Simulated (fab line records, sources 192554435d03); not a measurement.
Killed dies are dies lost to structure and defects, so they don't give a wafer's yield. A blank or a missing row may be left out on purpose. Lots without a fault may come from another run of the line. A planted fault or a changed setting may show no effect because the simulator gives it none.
fab line records | flow n5_finfet
record lots=24 wafers=72 last_day=19
route steps=1938 shown ZERO_LAYER@4 WELL_APT@29 FIN_SAQP@96
lots that met no fault: from a run of the same line without faults
start_h: hours from the record's first day to the start of the lot's first wafer shown | wait_h: hours since the lot's step before | " the same as in the row above | L1.1+2: a row that stands for several wafers | - no value, or no start given | * or withheld: withheld | < > ~ a bound
route shown NAME@n: a module of which the file shows steps, and the number in the route of the first | usual: mean/standard deviation of fault-free wafers | same: alike in all rows | chamber/n: place in a boat | sites: the reading at each site | _std_site: their standard deviation | _edge_site: outer sites' mean less inner sites' | radius_mm: how far each site lies from the wafer's centre | mask NAME#n: copy n | behind: the tool/chamber that last shaped the wafer | hold: why the lot was held/for how many hours/how that ended | device: the transistor (n, p or np) that didn't switch | end of line: the same wafers' tests at the end of the route | a step without rows: its recipe alone | killed: dies lost to structure and defects at the first sort, not the wafer's yield | map: a wafer's dies, x killed, . not, _ none there
set.NAME: the setting as run; set.NAME@STEP: as run at that earlier step | model.NAME: the simulator's own value behind a step, which no gauge read
steps of the route over a sample of lots; a table a step, a row a wafer
services: from which hour (start_h, from the record's first day; less than 0 if before it) a tool's chamber was out of use, for how many hours, and why
## steps
# step N5_ZERO_LAYER_PECVD_02
# recipe material=SiO2 target_thk_a=100 temp_c=400 precursor=SiH4/N2O pressure_torr=0.75 rf_w=275 time_s=6
# usual heater_power_w=771/94 showerhead_plenum_p_Torr=8.20/0.11 showerhead_vpp_V=1037/32
# columns lot.wafer tool chamber start_h wait_h heater_power_w showerhead_plenum_p_Torr showerhead_vpp_V
L074.2 pecvd-02 1 12.28 0.0 904 8.20 1061
L074.3 " 0 " " 627 8.23 1016
L074.6 " 1 " " 925 8.18 1068
L075.1 pecvd-02 2 18.28 0.0 707 8.19 976
L075.2 " 0 " " 615 8.24 1048
L075.5 " 1 " " 886 8.19 1070
L076.2 pecvd-03 0 24.30 0.0 626 8.24 1023
L076.5 " 2 " " 765 8.31 1023
L076.6 " 0 " " 628 8.24 1038
L077.1 pecvd-02 1 30.30 0.0 830 8.19 1074
L077.5 " 0 " " 707 8.24 1011
L077.6 " 1 " " 836 8.18 1080
L078.1 pecvd-02 1 36.28 0.0 918 8.19 1075
L078.3 " 1 " " 920 8.21 1069
L078.6 " 0 " " 633 8.25 1004
L079.3 pecvd-01 0 42.29 0.0 899 7.99 1056
L079.4 " 0 " " 899 7.97 1040
L079.6 " 1 " " 779 8.26 1063
L080.3 pecvd-02 1 48.31 0.1 938 8.18 1104
L080.4 " 0 " " 699 8.25 1016
L080.5 " 1 " " 943 8.20 1084
L081.2 pecvd-03 1 54.28 0.0 741 8.21 1012
L081.4 " 1 " " 778 8.23 1013
L081.5 " 2 " " 770 8.32 1018
L082.1 pecvd-02 2 60.28 0.0 744 8.16 960
L082.2 " 0 " " 724 8.25 1017
L082.5 " 2 " " 762 8.18 962
L083.3 pecvd-02 0 66.28 0.0 718 8.23 1017
L083.5 " 2 " " 714 8.17 966
L083.6 " 1 " " 860 8.19 1069
L084.2 pecvd-01 0 72.30 0.0 778 7.96 1042
L084.4 " 2 " " 714 8.25 1042
L084.6 " 1 " " 940 8.27 1066
L085.3 pecvd-01 1 78.28 0.0 913 8.28 1061
L085.4 " 2 " " 730 8.29 1037
L085.5 " 1 " " 913 8.26 1069
L086.3 pecvd-01 0 84.28 0.0 833 7.95 1036
L086.4 " 2 " " 619 8.29 1043
L086.6 " 1 " " 866 8.28 1071
L087.1 pecvd-01 0 90.28 0.0 866 7.98 1037
L087.2 " 2 " " 659 8.30 1036
L087.3 " 1 " " 906 8.29 1052
L088.1 pecvd-01 2 96.28 0.0 673 8.30 1046
L088.4 " 1 " " 842 8.27 1064
L088.6 " 0 " " 877 7.96 1026
L089.1 pecvd-01 2 102.29 0.0 663 8.27 1060
L089.2 " 1 " " 873 8.29 1059
L089.3 " 0 " " 780 7.98 1026
L090.3 pecvd-01 0 108.28 0.0 805 7.97 1017
L090.4 " 2 " " 729 8.28 1043
L090.6 " 1 " " 786 8.28 1073
L091.2 pecvd-01 0 114.28 0.0 888 7.96 1020
L091.4 " 2 " " 660 8.30 1043
L091.6 " 0 " " 890 7.99 1022
L092.4 pecvd-02 1 120.31 0.1 783 8.21 1073
L092.5 " 0 " " 735 8.27 1030
L092.6 " 2 " " 623 8.15 959
L093.1 pecvd-01 0 126.28 0.0 782 8.00 1028
L093.5 " 0 " " 825 7.98 1025
L093.6 " 1 " " 834 8.25 1059
L094.2 pecvd-02 0 132.29 0.0 697 8.25 1017
L094.3 " 1 " " 820 8.21 1083
L094.6 " 2 " " 705 8.17 943
L095.2 pecvd-03 0 138.28 0.0 662 8.23 1030
L095.3 " 1 " " 777 8.23 1030
L095.4 " 0 " " 648 8.23 1031
L096.1 pecvd-01 2 144.28 0.0 723 8.29 1074
L096.3 " 1 " " 830 8.25 1076
L096.5 " 0 " " 852 7.98 1031
L097.1 pecvd-01 2 150.28 0.0 661 8.29 1042
L097.2 " 1 " " 941 8.27 1067
L097.3 " 0 " " 861 7.98 1042
# step N5_ZERO_LAYER_STRIP_24
# recipe chemistry=O2 power_w=1000 temp_c=250 overash_fraction=0.3 pressure_mtorr=1000 o2_flow_sccm=6750
# usual drypump_motor_current_A=6.18/0.21 heater_power_w=354/30 oes_product_au=0.647/0.0044 strip_time_to_endpoint_s=43.86/0.1
# columns lot.wafer tool chamber start_h wait_h drypump_motor_current_A heater_power_w oes_product_au rf_hours_counter_h strip_time_to_endpoint_s
L074.2 plasma_asher-01 1 12.89 0.1 6.11 351 0.642 21 43.85
L074.3 " 1 " " 6.14 368 0.645 - 43.78
L074.6 " 0 " " 6.11 353 0.652 - 43.74
L075.1 plasma_asher-02 1 19.31 0.1 6.55 387 0.649 86 43.79
L075.2 " 0 " " 6.00 302 0.653 86 43.80
L075.5 " 0 " " 5.96 309 0.650 - 43.82
L076.2 plasma_asher-02 0 25.06 0.1 5.97 307 0.648 87 43.80
L076.5 " 0 " " 5.99 311 0.651 - 43.76
L076.6 " 1 " " 6.53 385 0.648 - 43.72
L077.1 plasma_asher-02 1 31.24 0.1 6.56 399 0.641 88 43.98
L077.5 " 1 " " 6.55 385 0.642 - 44.00
L077.6 " 0 " " 5.96 302 0.649 - 43.95
L078.1 plasma_asher-02 1 37.19 0.1 6.56 389 0.647 90 43.76
L078.3 " 0 " " 5.95 310 0.647 - 43.83
L078.6 " 0 " " 6.01 307 0.641 - 43.75
L079.3 plasma_asher-02 1 42.97 0.1 6.52 384 0.653 - 43.98
L079.4 " 0 " " 5.98 304 0.651 - 44.07
L079.6 " 0 " " 5.96 307 0.642 - 44.01
L080.3 plasma_asher-01 0 49.06 0.1 6.12 372 0.648 - 43.90
L080.4 " 1 " " 6.10 356 0.644 - 43.91
L080.5 " 1 " " 6.12 355 0.650 - 43.90
L081.2 plasma_asher-01 1 55.02 0.1 6.11 352 0.647 29 43.92
L081.4 " 0 " " 6.12 368 0.650 - 43.97
L081.5 " 1 " " 6.10 363 0.651 - 44.00
L082.1 plasma_asher-01 1 61.31 0.1 6.13 354 0.652 31 43.67
L082.2 " 0 " " 6.12 361 0.645 31 43.69
L082.5 " 1 " " 6.13 371 0.647 - 43.70
L083.3 plasma_asher-01 0 67.04 0.1 6.13 369 0.649 - 44.03
L083.5 " 1 " " 6.12 345 0.647 - 43.94
L083.6 " 0 " " 6.10 373 0.645 - 43.98
L084.2 plasma_asher-01 0 72.91 0.1 6.10 369 0.646 33 43.87
L084.4 " 1 " " 6.09 353 0.650 - 43.81
L084.6 " 1 " " 6.09 353 0.646 - 43.91
L085.3 plasma_asher-01 1 79.00 0.2 6.12 349 0.654 - 43.79
L085.4 " 0 " " 6.12 363 0.650 - 43.82
L085.5 " 0 " " 6.11 364 0.645 - 43.69
L086.3 plasma_asher-02 1 85.04 0.1 6.56 399 0.639 - 43.93
L086.4 " 0 " " 5.98 306 0.651 - 43.81
L086.6 " 0 " " 5.99 304 0.655 - 43.80
L087.1 plasma_asher-01 1 90.92 0.1 6.12 350 0.641 36 43.95
L087.2 " 0 " " 6.14 369 0.653 36 43.86
L087.3 " 0 " " 6.13 372 0.649 - 43.99
L088.1 plasma_asher-02 1 96.89 0.1 6.53 386 0.647 101 43.95
L088.4 " 0 " " 6.00 301 0.650 - 43.86
L088.6 " 1 " " 6.55 394 0.638 - 43.93
L089.1 plasma_asher-01 1 103.20 0.1 6.13 357 0.640 39 43.89
L089.2 " 0 " " 6.14 368 0.646 39 44.00
L089.3 " 0 " " 6.14 366 0.643 - 43.90
L090.3 plasma_asher-01 0 109.05 0.1 6.11 364 0.637 - 43.94
L090.4 " 1 " " 6.16 356 0.648 - 43.94
L090.6 " 0 " " 6.12 377 0.650 - 43.90
L091.2 plasma_asher-01 1 115.03 0.1 6.11 368 0.650 41 43.87
L091.4 " 1 " " 6.11 365 0.649 - 43.87
L091.6 " 1 " " 6.11 355 0.649 - 43.90
L092.4 plasma_asher-02 1 121.04 0.1 6.54 387 0.648 - 44.06
L092.5 " 1 " " 6.54 390 0.649 - 44.01
L092.6 " 0 " " 5.97 302 0.644 - 43.93
L093.1 plasma_asher-02 0 126.89 0.1 5.97 305 0.648 106 43.92
L093.5 " 0 " " 5.98 304 0.647 - 43.90
L093.6 " 1 " " 6.53 396 0.650 - 43.91
L094.2 plasma_asher-02 1 132.90 0.1 6.54 382 0.646 107 43.74
L094.3 " 0 " " 5.97 303 0.646 - 43.81
L094.6 " 1 " " 6.55 377 0.647 - 43.77
L095.2 plasma_asher-01 0 138.89 0.1 6.13 360 0.644 46 43.73
L095.3 " 0 " " 6.10 365 0.648 - 43.61
L095.4 " 1 " " 6.13 358 0.646 - 43.65
L096.1 plasma_asher-01 1 144.89 0.1 6.11 360 0.648 48 43.81
L096.3 " 1 " " 6.11 360 0.641 - 43.85
L096.5 " 1 " " 6.09 365 0.643 - 43.91
L097.1 plasma_asher-02 0 151.02 0.1 5.97 301 0.654 110 44.03
L097.2 " 1 " " 6.53 386 0.650 110 43.96
L097.3 " 1 " " 6.54 389 0.644 - 43.80
# step N5_WELL_APT_OVL_MEAS_09
# recipe points_per_wafer=44
# usual NWELL_OVL=1/4.8
# columns lot.wafer tool chamber start_h wait_h NWELL_OVL[nm]
L074.2 overlay-02 0 13.71 0.0 -11
L074.3 " 0 " " 1
L074.6 " 0 " " -7
L075.1 overlay-01 0 20.00 0.0 -5
L075.2 " 0 " " -6
L075.5 " 0 " " 0
L076.2 overlay-02 0 25.78 0.0 -5
L076.5 " 0 " " -3
L076.6 " 0 " " 1
L077.1 overlay-02 0 31.95 0.0 -3
L077.5 " 0 " " 0
L077.6 " 0 " " 8
L078.1 overlay-01 0 38.01 0.0 0
L078.3 " 0 " " -1
L078.6 " 0 " " 7
L079.3 overlay-02 0 43.77 0.0 7
L079.4 " 0 " " -6
L079.6 " 0 " " 0
L080.3 overlay-02 0 49.86 0.0 -1
L080.4 " 0 " " -4
L080.5 " 0 " " 2
L081.2 overlay-02 0 55.72 0.0 -3
L081.4 " 0 " " 1
L081.5 " 0 " " -3
L082.1 overlay-02 0 62.04 0.0 -2
L082.2 " 0 " " 3
L082.5 " 0 " " 2
L083.3 overlay-02 0 67.71 0.0 -5
L083.5 " 0 " " 1
L083.6 " 0 " " -6
L084.2 overlay-02 0 73.60 0.0 -1
L084.4 " 0 " " 3
L084.6 " 0 " " -2
L085.3 overlay-01 0 79.80 0.0 -2
L085.4 " 0 " " 0
L085.5 " 0 " " -3
L086.3 overlay-01 0 85.71 0.0 6
L086.4 " 0 " " 12
L086.6 " 0 " " 8
L087.1 overlay-01 0 91.62 0.0 -1
L087.2 " 0 " " -2
L087.3 " 0 " " -4
L088.1 overlay-02 0 97.71 0.0 3
L088.4 " 0 " " 2
L088.6 " 0 " " -5
L089.1 overlay-01 0 104.04 0.0 -11
L089.2 " 0 " " 0
L089.3 " 0 " " -6
L090.3 overlay-01 0 109.72 0.0 -6
L090.4 " 0 " " 11
L090.6 " 0 " " 6
L091.2 overlay-02 0 115.85 0.0 6
L091.4 " 0 " " 2
L091.6 " 0 " " 2
L092.4 overlay-02 0 121.71 0.0 6
L092.5 " 0 " " 2
L092.6 " 0 " " 2
L093.1 overlay-01 0 127.59 0.0 10
L093.5 " 0 " " 11
L093.6 " 0 " " 7
L094.2 overlay-02 0 133.60 0.0 1
L094.3 " 0 " " 7
L094.6 " 0 " " -3
L095.2 overlay-01 0 139.59 0.0 2
L095.3 " 0 " " 3
L095.4 " 0 " " 5
L096.1 overlay-01 0 145.71 0.0 0
L096.3 " 0 " " 5
L096.5 " 0 " " 0
L097.1 overlay-01 0 151.74 0.0 1
L097.2 " 0 " " 1
L097.3 " 0 " " 5
# step N5_WELL_APT_OVL_MEAS_26
# recipe points_per_wafer=44
# usual PWELL_OVL=-3/5
# columns lot.wafer tool chamber start_h wait_h PWELL_OVL[nm]
L074.2 overlay-01 0 15.10 0.0 1
L074.3 " 0 " " -1
L074.6 " 0 " " 3
L075.1 overlay-02 0 21.25 0.0 -9
L075.2 " 0 " " 4
L075.5 " 0 " " -1
L076.2 overlay-02 0 26.90 0.0 2
L076.5 " 0 " " 2
L076.6 " 0 " " -7
L077.1 overlay-01 0 33.19 0.0 8
L077.5 " 0 " " -1
L077.6 " 0 " " -8
L078.1 overlay-01 0 39.30 0.0 -5
L078.3 " 0 " " -4
L078.6 " 0 " " -3
L079.3 overlay-01 0 44.89 0.0 0
L079.4 " 0 " " -7
L079.6 " 0 " " -10
L080.3 overlay-01 0 50.98 0.0 -10
L080.4 " 0 " " -8
L080.5 " 0 " " -2
L081.2 overlay-01 0 57.14 0.0 -3
L081.4 " 0 " " -3
L081.5 " 0 " " 6
L082.1 overlay-01 0 63.31 0.0 1
L082.2 " 0 " " -1
L082.5 " 0 " " 1
L083.3 overlay-02 0 68.94 0.0 -2
L083.5 " 0 " " -4
L083.6 " 0 " " -3
L084.2 overlay-01 0 74.72 0.0 -7
L084.4 " 0 " " -4
L084.6 " 0 " " -4
L085.3 overlay-02 0 81.07 0.0 7
L085.4 " 0 " " -1
L085.5 " 0 " " 6
L086.3 overlay-01 0 87.17 0.0 8
L086.4 " 0 " " 1
L086.6 " 0 " " 1
L087.1 overlay-02 0 92.88 0.0 0
L087.2 " 0 " " -4
L087.3 " 0 " " -8
L088.1 overlay-01 0 98.83 0.0 -6
L088.4 " 0 " " -3
L088.6 " 0 " " -6
L089.1 overlay-02 0 105.18 0.0 -8
L089.2 " 0 " " -9
L089.3 " 0 " " -6
L090.3 overlay-02 0 110.97 0.0 -3
L090.4 " 0 " " -3
L090.6 " 0 " " 0
L091.2 overlay-02 0 117.40 0.0 -9
L091.4 " 0 " " 0
L091.6 " 0 " " 0
L092.4 overlay-01 0 122.96 0.0 2
L092.5 " 0 " " 8
L092.6 " 0 " " -10
L093.1 overlay-01 0 128.71 0.0 -5
L093.5 " 0 " " -12
L093.6 " 0 " " -7
L094.2 overlay-01 0 134.72 0.0 -2
L094.3 " 0 " " 3
L094.6 " 0 " " 0
L095.2 overlay-02 0 140.75 0.0 -6
L095.3 " 0 " " -2
L095.4 " 0 " " -3
L096.1 overlay-02 0 146.98 0.0 -9
L096.3 " 0 " " -9
L096.5 " 0 " " -8
L097.1 overlay-01 0 154.22 0.0 -3
L097.2 " 0 " " -6
L097.3 " 0 " " -5
# step N5_FIN_SAQP_HM_DEP_03
# recipe material=SiNx target_thk_a=380 temp_c=400 precursor=SiH4/NH3/N2 pressure_torr=1.5 rf_w=300 time_s=33.6
# usual heater_power_w=780/100 showerhead_plenum_p_Torr=5.17/0.07 showerhead_vpp_V=1082/18 throttle_valve_pct=40.1/1.7
# columns lot.wafer tool chamber start_h wait_h heater_power_w showerhead_plenum_p_Torr showerhead_vpp_V throttle_valve_pct
L074.2 pecvd-04 0 21.60 0.2 898 5.02 1101 44.6
L074.3 " 1 " " 906 5.24 1090 41.6
L074.6 " 2 " " 829 5.19 1050 38.6
L075.1 pecvd-03 0 28.34 0.2 623 5.18 1058 38.8
L075.2 " 2 " " 769 5.22 1083 40.6
L075.5 " 2 " " 768 5.23 1069 40.6
L076.2 pecvd-04 0 33.54 0.3 992 4.99 1093 44.9
L076.5 " 0 " " 968 4.99 1089 44.6
L076.6 " 1 " " 935 5.23 1079 41.9
L077.1 pecvd-01 1 39.46 0.2 852 5.20 1117 39.6
L077.5 " 2 " " 634 5.21 1089 38.5
L077.6 " 1 " " 861 5.21 1096 39.7
L078.1 pecvd-03 1 45.65 0.3 721 5.18 1077 38.9
L078.3 " 0 " " 642 5.19 1088 38.8
L078.6 " 0 " " 634 5.19 1085 39.0
L079.3 pecvd-04 0 52.94 0.1 971 5.02 1090 44.5
L079.4 " 1 " " 796 5.22 1071 41.9
L079.6 " 2 " " 874 5.20 1072 38.5
L080.3 pecvd-04 1 57.07 0.1 771 5.24 1105 41.7
L080.4 " 2 " " 822 5.19 1056 38.7
L080.5 " 1 " " 783 5.23 1087 41.8
L081.2 pecvd-01 0 63.40 0.2 742 5.06 1087 40.5
L081.4 " 0 " " 758 5.04 1088 40.6
L081.5 " 2 " " 722 5.20 1088 38.6
L082.1 pecvd-01 0 68.88 0.2 795 5.06 1097 40.7
L082.2 " 1 " " 882 5.20 1099 39.9
L082.5 " 0 " " 804 5.05 1089 40.5
L083.3 pecvd-01 0 75.31 0.1 775 5.06 1087 40.7
L083.5 " 2 " " 694 5.21 1108 38.7
L083.6 " 0 " " 769 5.05 1073 40.8
L084.2 pecvd-03 2 80.28 0.2 697 5.22 1072 40.4
L084.4 " 2 " " 721 5.23 1086 40.5
L084.6 " 1 " " 764 5.17 1064 38.5
L085.3 pecvd-03 0 86.51 0.1 614 5.19 1050 39.0
L085.4 " 1 " " 762 5.18 1069 38.7
L085.5 " 0 " " 610 5.17 1054 38.9
L086.3 pecvd-03 1 92.57 0.1 759 5.18 1082 38.9
L086.4 " 1 " " 755 5.16 1061 38.4
L086.6 " 0 " " 643 5.17 1073 38.6
L087.1 pecvd-01 1 98.43 0.2 883 5.21 1110 39.6
L087.2 " 2 " " 730 5.20 1095 38.7
L087.3 " 0 " " 847 5.05 1084 40.6
L088.1 pecvd-04 0 104.40 0.2 860 5.01 1092 44.7
L088.4 " 2 " " 783 5.19 1052 38.8
L088.6 " 1 " " 817 5.22 1073 41.5
L089.1 pecvd-01 1 111.33 0.2 770 5.20 1108 40.0
L089.2 " 2 " " 673 5.21 1082 38.8
L089.3 " 0 " " 759 5.07 1094 40.7
L090.3 pecvd-03 2 117.67 0.1 772 5.23 1053 40.4
L090.4 " 1 " " 863 5.18 1073 38.7
L090.6 " 2 " " 764 5.23 1092 40.4
L091.2 pecvd-01 2 123.65 0.2 640 5.21 1078 39.1
L091.4 " 0 " " 855 5.07 1081 40.9
L091.6 " 2 " " 655 5.22 1091 39.0
L092.4 pecvd-03 1 129.36 0.1 780 5.19 1068 38.6
L092.5 " 0 " " 636 5.17 1049 38.8
L092.6 " 2 " " 776 5.22 1070 40.8
L093.1 pecvd-01 0 135.22 0.2 878 5.07 1057 40.6
L093.5 " 1 " " 915 5.22 1114 39.8
L093.6 " 2 " " 637 5.21 1086 38.9
L094.2 pecvd-01 2 140.63 0.2 715 5.21 1081 39.0
L094.3 " 1 " " 805 5.19 1114 39.7
L094.6 " 2 " " 699 5.22 1109 39.0
L095.2 pecvd-04 0 146.66 0.2 963 5.02 1088 44.6
L095.3 " 1 " " 780 5.24 1079 41.8
L095.4 " 0 " " 954 5.01 1092 44.4
L096.1 pecvd-03 2 153.62 0.2 789 5.23 1087 40.5
L096.3 " 0 " " 591 5.18 1058 38.9
L096.5 " 0 " " 598 5.19 1100 38.9
L097.1 pecvd-03 2 160.84 0.2 741 5.24 1076 40.5
L097.2 " 0 " " 599 5.17 1056 39.0
L097.3 " 1 " " 834 5.18 1071 38.7
# step N5_FIN_SAQP_CD_MEAS_16
# recipe target_cd_nm=35.6 landing_energy_ev=500 detector=se_inlens
# usual cd_nm=35.5/0.39
# columns lot.wafer tool chamber start_h wait_h cd_nm
L074.2 cd_sem-03 0 22.41 - 35.2
L074.3 " 0 " " 35.5
L074.6 " 0 " " 35.0
L075.1 cd_sem-03 0 28.99 - 35.7
L075.2 " 0 " " 35.6
L075.5 " 0 " " 35.7
L076.2 cd_sem-01 0 34.32 - 35.5
L076.5 " 0 " " 35.2
L076.6 " 0 " " 35.5
L077.1 cd_sem-01 0 40.24 - 35.5
L077.5 " 0 " " 35.2
L077.6 " 0 " " 35.3
L078.1 cd_sem-02 0 46.42 - 35.5
L078.3 " 0 " " 35.5
L078.6 " 0 " " 34.7
L079.3 cd_sem-01 0 53.73 - 35.7
L079.4 " 0 " " 35.9
L079.6 " 0 " " 35.9
L080.3 cd_sem-02 0 57.88 - 35.9
L080.4 " 0 " " 35.7
L080.5 " 0 " " 35.5
L081.2 cd_sem-02 0 64.06 - 35.7
L081.4 " 0 " " 35.9
L081.5 " 0 " " 35.8
L082.1 cd_sem-01 0 69.53 - 35.7
L082.2 " 0 " " 35.5
L082.5 " 0 " " 35.9
L083.3 cd_sem-01 0 75.97 - 35.8
L083.5 " 0 " " 35.9
L083.6 " 0 " " 35.5
L084.2 cd_sem-03 0 81.06 - 35.4
L084.4 " 0 " " 35.3
L084.6 " 0 " " 35.6
L085.3 cd_sem-03 0 87.29 - 35.7
L085.4 " 0 " " 35.1
L085.5 " 0 " " 36.4
L086.3 cd_sem-01 0 93.23 - 35.5
L086.4 " 0 " " 36.0
L086.6 " 0 " " 36.0
L087.1 cd_sem-01 0 99.21 - 35.6
L087.2 " 0 " " 35.6
L087.3 " 0 " " 36.0
L088.1 cd_sem-01 0 105.18 - 35.6
L088.4 " 0 " " 35.6
L088.6 " 0 " " 35.7
L089.1 cd_sem-01 0 111.99 - 35.8
L089.2 " 0 " " 35.6
L089.3 " 0 " " 35.5
L090.3 cd_sem-01 0 118.33 - 35.2
L090.4 " 0 " " 35.0
L090.6 " 0 " " 35.3
L091.2 cd_sem-03 0 125.34 - 35.4
L091.4 " 0 " " 35.3
L091.6 " 0 " " 35.4
L092.4 cd_sem-03 0 130.12 - 34.9
L092.5 " 0 " " 35.7
L092.6 " 0 " " 34.6
L093.1 cd_sem-01 0 136.92 - 35.3
L093.5 " 0 " " 35.0
L093.6 " 0 " " 34.8
L094.2 cd_sem-02 0 141.41 - 35.0
L094.3 " 0 " " 34.9
L094.6 " 0 " " 35.4
L095.2 cd_sem-03 0 147.32 - 34.5
L095.3 " 0 " " 34.4
L095.4 " 0 " " 34.8
L096.1 cd_sem-02 0 154.55 - 36.0
L096.3 " 0 " " 35.2
L096.5 " 0 " " 35.4
L097.1 cd_sem-01 0 161.69 - 35.7
L097.2 " 0 " " 35.7
L097.3 " 0 " " 36.0
## services
# columns tool chamber start_h hours kind
pecvd-04 2 -11.45 29.1 repair
pecvd-01 2 3.82 4.6 scheduled_down
pecvd-03 2 5.35 5.5 scheduled_down
plasma_asher-01 - 6.24 6.4 repair
pecvd-03 1 19.71 5.5 scheduled_down
pecvd-02 2 21.12 - clean
pecvd-02 2 21.12 - consumable_replace:showerhead
pecvd-02 2 21.12 29.0 scheduled_down
pecvd-02 2 21.12 29.0 vent_cycle
pecvd-04 - 25.80 2.8 pm
pecvd-03 0 54.69 5.5 scheduled_down
pecvd-02 0 68.37 2.1 scheduled_down
pecvd-02 2 70.50 2.1 scheduled_down
pecvd-02 1 72.63 2.1 scheduled_down
plasma_asher-02 - 81.42 2.8 pm
pecvd-02 1 93.91 5.5 scheduled_down
pecvd-02 1 104.30 5.0 scheduled_down
pecvd-03 0 125.38 3.8 repair
pecvd-02 - 127.83 1.1 repair
pecvd-02 - 157.55 0.9 repair
pecvd-04 0 158.87 5.5 scheduled_down
## key
fault none
